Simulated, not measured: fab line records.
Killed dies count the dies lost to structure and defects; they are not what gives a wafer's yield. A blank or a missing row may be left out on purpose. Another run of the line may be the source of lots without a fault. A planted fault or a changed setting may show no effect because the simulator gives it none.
Which tool did it? -- flow nand-harc -- 18 wafers from 6 lots sampled at 4 of the route's 1159 steps

## WHAT EACH GAUGE READ, for each wafer
NHARC_END_SORT_01.
lot,measured,on,killed-dies
L388,day 23 03:07,prober-01,20 15 21
L387,day 23 14:02,prober-02,27 25 33

## WHICH TOOL RAN EACH LOT (tool, then ch and the chambers of the sampled wafers, then the start)
lot,NHARC_P_GATE_DESCUM_13,NHARC_P_GATE_HM_DEP_102,NHARC_P_GATE_ETCH_32
L377,"rie-diel-03 ch 0,3, day 5 05:05","acl-dep-02 ch 0, day 5 17:07 and acl-dep-03 ch 0, day 5 18:17","rie-si-02 ch 0,2,3, day 5 20:19"
L388,"rie-diel-03 ch 1,2, day 7 10:17","acl-dep-03 ch 0, day 7 22:53","rie-si-04 ch 0,1, day 8 00:47"
L387,"rie-diel-03 ch 1,2,3, day 7 10:28","acl-dep-01 ch 0, day 8 00:06","rie-si-04 ch 0,1,3, day 8 02:49"
L391,"rie-diel-03 ch 0,3, day 8 13:23","acl-dep-02 ch 0, day 9 03:41","rie-si-04 ch 0,1,3, day 9 05:41"
L393,"rie-diel-13 ch 0,2,3, day 8 21:05","acl-dep-02 ch 0, day 9 10:41","rie-si-03 ch 0,1,2, day 9 12:59"
L395,"rie-diel-13 ch 1,2,3, day 9 09:37","acl-dep-02 ch 0, day 9 22:08","rie-si-04 ch 1,2, day 10 00:32"
- NHARC_P_GATE_DESCUM_13: chemistry O2, time 3 s.
- NHARC_P_GATE_HM_DEP_102: deposits aC, target thk 120 nm.
- NHARC_P_GATE_ETCH_32: etches the open film in HBr/Cl2, target depth 150 nm, time 100.1 s.

## THE ANSWER, worked out from the rows above alone
Rule: usual is defined by the lots themselves. The widest of any qualifying gaps counts: lots, ordered by their means at a reading, are off when they make up no more than a third of the lots, leave a main group of 4 or more, and stand apart from it by 3 or more times the standard deviation of that group's means. If all means in a main group match to the digits the tables above print for the reading, that group is not used. A lot without any number at a reading at which 4 lots or more have one is off too. All remaining lots with rows at the step are treated as sound.
Nothing can be told from this: no lot is off at any reading shown.

## WHAT THE SIMULATOR PUT IN
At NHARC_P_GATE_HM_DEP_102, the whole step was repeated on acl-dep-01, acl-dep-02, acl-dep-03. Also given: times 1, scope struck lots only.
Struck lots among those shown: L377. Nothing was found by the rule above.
